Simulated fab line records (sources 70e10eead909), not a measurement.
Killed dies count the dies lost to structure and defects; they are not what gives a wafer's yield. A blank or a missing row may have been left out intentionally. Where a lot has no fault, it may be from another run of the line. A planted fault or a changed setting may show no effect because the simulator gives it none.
Which tool did it? | flow nand harc | 32 wafers from 12 lots sampled at 8 of the route's 1159 steps

== WHAT THE GAUGES READ, wafer by wafer ==
NHARC_P_ZERO_WELL_INSPECT_43. Usual: raw defect count 14, standard deviation 7.8.
lot  | measured    | on                | raw defect count | flag
L246 | day 2 19:32 | defect inspect-02 | 7 12 9           |
L247 | day 3 01:47 | defect inspect-02 | 11 15 10         |
L248 | day 3 07:19 | defect inspect-01 | 10 7 3           |
L249 | day 3 13:35 | defect inspect-01 | 9 8 2            |
L250 | day 3 19:52 | defect inspect-02 | 7 10 14          |
L251 | day 4 01:33 | defect inspect-01 | 14 26 15         |
L252 | day 4 07:25 | defect inspect-01 | 10 16 15         |
L258 | day 5 19:44 | defect inspect-02 | 291 295          | OFF
L259 | day 6 01:35 | defect inspect-01 | 353 356          | OFF
L262 | day 6 19:35 | defect inspect-01 | 14 6 11          |
L264 | day 7 07:26 | defect inspect-02 | 11 9 27          |
L265 | day 7 13:19 | defect inspect-02 | 40 22 29         |

NHARC_P_STI_OVL_MEAS_10. Usual: overlay x nm 3 nm, standard deviation 6.3; overlay y nm 3 nm, standard deviation 6.6.
lot  | measured    | on         | overlay x nm (nm) | overlay y nm (nm) | flag
L246 | day 3 12:20 | overlay-02 | 6 6 7             | 7 8 7             |
L247 | day 3 17:06 | overlay-01 | -3 -3 -3          | -2 -1 -2          |
L248 | day 3 22:40 | overlay-02 | -1 0 -1           | -5 -5 -5          |
L249 | day 4 06:40 | overlay-02 | 8 8 8             | 0 0 0             |
L250 | day 4 11:09 | overlay-01 | 1 1 0             | 4 4 4             |
L251 | day 4 19:21 | overlay-01 | 4 4 4             | 13 13 12          |
L252 | day 4 19:31 | overlay-01 | 9 9 10            | -3 -2 -3          |
L258 | day 6 13:58 | overlay-01 | 4                 | 6                 |
L259 | day 6 16:58 | overlay-01 | 7                 | -5                |
L262 | day 7 11:03 | overlay-01 | 7 8 8             | 1 0 1             |
L264 | day 8 00:04 | overlay-02 | 6 6 5             | 0 0 0             |
L265 | day 8 05:23 | overlay-01 | 19 19 19          | 0 -1 0            |

NHARC_P_STI_INSPECT_11. Usual: raw defect count 5.3, standard deviation 2.3.
lot  | measured    | on                | raw defect count | flag
L246 | day 3 12:22 | defect inspect-01 | 2 7 4            |
L247 | day 3 17:08 | defect inspect-01 | 6 6 3            |
L248 | day 3 22:42 | defect inspect-02 | 5 1 6            |
L249 | day 4 06:41 | defect inspect-02 | 5 3 10           |
L250 | day 4 11:11 | defect inspect-02 | 6 7 7            |
L251 | day 4 19:23 | defect inspect-02 | 6 8 4            |
L252 | day 4 19:32 | defect inspect-02 | 5 6 2            |
L258 | day 6 14:00 | defect inspect-02 | 285 284          | OFF
L259 | day 6 17:00 | defect inspect-02 | 340 342          | OFF
L262 | day 7 11:05 | defect inspect-01 | 5 3 5            |
L264 | day 8 00:06 | defect inspect-01 | 6 3 8            |
L265 | day 8 05:25 | defect inspect-02 | 5 4 4            |

NHARC_END_SORT_01. Usual: killed at array 27, standard deviation 9.9; killed at other 0.5, standard deviation 0.76; killed at periphery 3.4, standard deviation 2.2; killed dies 31, standard deviation 10; killed open 3.3, standard deviation 2; killed short 2.0, standard deviation 1.5.
lot  | measured     | on        | killed at array | killed at other | killed at periphery | killed dies | killed open | killed short | flag
L249 | day 21 04:43 | prober-02 | 44 49           | 2 2             | 2 4                 | 48 55       | 6 4         | 2 3          |
L258 | day 24 17:58 | prober-01 | 34              | 0               | 67                  | 101         | 3           | 2            | OFF
L259 | day 23 15:52 | prober-01 | 24              | 0               | 76                  | 100         | 1           | 1            | OFF

== WHAT TOOL EACH LOT RAN ON (gives the tool, then ch and the chambers of the sampled wafers, and finally the start) ==
lot  | NHARC_P_ZERO_WELL_PECVD_02     | NHARC_P_ZERO_WELL_ETCH_63       | NHARC_P_STI_ETCH_26                | NHARC_P_STI_ETCH_42
L246 | pecvd-01 ch 0,1,2, day 2 12:26 | rie si-04 ch 1,2,3, day 2 13:42 | wet bench-02 ch 0,6,7, day 2 19:36 | rie diel-09 ch 0,1, day 3 12:35
L247 | pecvd-02 ch 0,1,2, day 2 18:29 | rie si-02 ch 1,2,3, day 2 19:41 | wet bench-02 ch 1,2,5, day 3 01:51 | rie diel-09 ch 1,3, day 3 17:22
L248 | pecvd-03 ch 0,1,2, day 3 00:26 | rie si-02 ch 0,1,3, day 3 01:40 | wet bench-07 ch 0,3,5, day 3 07:22 | rie diel-02 ch 1,2, day 3 22:56
L249 | pecvd-02 ch 0,2, day 3 06:29   | rie si-04 ch 0,2, day 3 07:32   | wet bench-07 ch 0,4,7, day 3 13:38 | rie diel-02 ch 1,2,3, day 4 06:55
L250 | pecvd-02 ch 1,2, day 3 12:34   | rie si-03 ch 0,1,3, day 3 13:50 | wet bench-05 ch 2,4,6, day 3 19:55 | rie diel-02 ch 0,1,3, day 4 11:25
L251 | pecvd-02 ch 0,1, day 3 18:29   | rie si-04 ch 1,2,3, day 3 19:39 | wet bench-02 ch 3,6,7, day 4 01:37 | rie diel-02 ch 0,1,3, day 4 19:38
L252 | pecvd-02 ch 0,1,2, day 4 00:27 | rie si-02 ch 1,2,3, day 4 01:39 | wet bench-02 ch 1,4,6, day 4 07:29 | rie diel-09 ch 0,1,2, day 4 19:47
L258 | pecvd-01 ch 1, day 5 12:38     | rie si-04 ch 1, day 5 13:40     | wet bench-07 ch 3, day 5 21:24     | rie diel-09 ch 0, day 6 17:41
L259 | pecvd-01 ch 1, day 5 18:43     | rie si-04 ch 1, day 5 19:39     | wet bench-07 ch 7, day 6 05:28     | rie diel-02 ch 2, day 6 20:06
L262 | pecvd-03 ch 1,2, day 6 12:29   | rie si-02 ch 0,2,3, day 6 13:42 | wet bench-02 ch 0,4,7, day 6 19:39 | rie diel-09 ch 1,2, day 7 11:18
L264 | pecvd-03 ch 0,1,2, day 7 00:31 | rie si-02 ch 1,2,3, day 7 01:31 | wet bench-02 ch 0,2,7, day 7 07:30 | rie diel-06 ch 0,1, day 8 00:19
L265 | pecvd-02 ch 1,2, day 7 06:32   | rie si-03 ch 0,1, day 7 07:40   | wet bench-02 ch 1,3,5, day 7 13:22 | rie diel-02 ch 1,2, day 8 05:38
- NHARC_P_ZERO_WELL_PECVD_02: deposits SiO2, target thk 10 nm.
- NHARC_P_ZERO_WELL_ETCH_63: etches the open film in HBr/Cl2, target depth 120 nm, time 40.1 s.
- NHARC_P_STI_ETCH_26: etches SiO2 in dHF, target depth 11 nm.
- NHARC_P_STI_ETCH_42: etches the open film in N2/H2, target depth 80 nm, overetch 24 nm, time 61 s.

== AS READ BY THE TOOLS THEMSELVES (means over the sampled wafers that have a number; for cases with no such wafer, the mark the record gives instead) ==
NHARC_P_ZERO_WELL_ETCH_63. Usual: bias w 100.1 W, standard deviation 0.31; drypump motor current A 5.7 A, standard deviation 0.58; oes product au 1.001 a.u., standard deviation 0.0099; throttle valve pct 26.405 %, standard deviation 0.0091.
lot  | tool      | bias w (W) | drypump motor current A (A) | oes product au (a.u.) | throttle valve pct (%) | flag
L246 | rie si-04 | 99.9       | 5.6                         | 0.999                 | 26.412                 |
L247 | rie si-02 | 100.0      | 5.5                         | 1.005                 | 26.408                 |
L248 | rie si-02 | 100.0      | 5.9                         | 1.013                 | 26.400                 |
L249 | rie si-04 | 100.0      | 5.6                         | 0.997                 | 26.412                 |
L250 | rie si-03 | 100.0      | 5.6                         | 1.001                 | 26.414                 |
L251 | rie si-04 | 99.9       | 5.6                         | 1.006                 | 26.404                 |
L252 | rie si-02 | 100.3      | 5.5                         | 1.008                 | 26.406                 |
L258 | rie si-04 | 100.0      | 4.9                         | 0.988                 | 26.409                 |
L259 | rie si-04 | 99.9       | 4.9                         | 0.984                 | 26.396                 |
L262 | rie si-02 | 100.0      | 5.9                         | 1.018                 | 26.402                 |
L264 | rie si-02 | 99.9       | 5.5                         | 1.006                 | 26.411                 |
L265 | rie si-03 | 100.0      | 5.6                         | 0.989                 | 26.404                 |

NHARC_P_STI_ETCH_42. Usual: bias w 150.0 W, standard deviation 0.44; drypump motor current A 5.7 A, standard deviation 0.53; oes product au 0.997 a.u., standard deviation 0.013; rf vpp V 431.3 V, standard deviation 2.4; showerhead plenum p Torr 2.06 Torr, standard deviation 0.08; throttle valve pct 14.172 %, standard deviation 0.0088.
lot  | tool        | bias w (W) | drypump motor current A (A) | oes product au (a.u.) | rf vpp V (V) | showerhead plenum p Torr (Torr) | throttle valve pct (%) | flag
L246 | rie diel-09 | 150.4      | 5.6                         | 1.003                 | 432.2        | 2.07                            | 14.179                 |
L247 | rie diel-09 | 149.8      | 5.5                         | 0.989                 | 433.5        | 2.12                            | 14.164                 |
L248 | rie diel-02 | 150.0      | 5.9                         | 0.997                 | 431.5        | 2.08                            | 14.178                 |
L249 | rie diel-02 | 149.7      | 6.1                         | 1.009                 | 431.8        | 2.10                            | 14.171                 |
L250 | rie diel-02 | 149.9      | 5.6                         | 0.998                 | 431.3        | 2.05                            | 14.169                 |
L251 | rie diel-02 | 150.5      | 5.6                         | 0.990                 | 430.6        | 2.05                            | 14.170                 |
L252 | rie diel-09 | 149.8      | 5.8                         | 0.999                 | 431.4        | 2.08                            | 14.177                 |
L258 | rie diel-09 | 150.0      | 5.6                         | 0.984                 | 433.8        | 2.13                            | 14.172                 |
L259 | rie diel-02 | 150.2      | 6.4                         | 1.012                 | 431.6        | 2.07                            | 14.170                 |
L262 | rie diel-09 | 150.2      | 5.9                         | 0.996                 | 431.7        | 2.06                            | 14.174                 |
L264 | rie diel-06 | 149.9      | 5.7                         | 1.020                 | 429.4        | 1.98                            | 14.168                 |
L265 | rie diel-02 | 150.0      | 6.1                         | 1.014                 | 431.5        | 2.07                            | 14.175                 |

== THE ANSWER, worked out from the rows above alone ==
Rule: lot off if the mean of its wafers having a number is beyond 3 standard deviations from the usual mean. A lot without any number at a reading at which 4 lots or more have one is off too. All remaining lots with rows at the step are treated as sound. Order of review: gauges by route order, followed by the tools' own readings, for which a lot's mean as printed above is used. The first step at which some lot is off is used, and at that step the reading that is off furthest; a lot without a number counts as furthest.
Off: L258, L259, at NHARC_P_ZERO_WELL_INSPECT_43 (raw defect count).
If a tool, at a process step before that reading, ran all the lots that are off and no sound lot after the first of them, it fits. The gauges at NHARC_P_ZERO_WELL_INSPECT_43 aren't tried: what is off there is off at NHARC_END_SORT_01 too, on other tools, and a gauge's error can't cause that. Can't be told from this: 2 tools fit, pecvd-01 at NHARC_P_ZERO_WELL_PECVD_02, rie si-04 at NHARC_P_ZERO_WELL_ETCH_63.

== WHAT HAD BEEN PUT IN BY THE SIMULATOR ==
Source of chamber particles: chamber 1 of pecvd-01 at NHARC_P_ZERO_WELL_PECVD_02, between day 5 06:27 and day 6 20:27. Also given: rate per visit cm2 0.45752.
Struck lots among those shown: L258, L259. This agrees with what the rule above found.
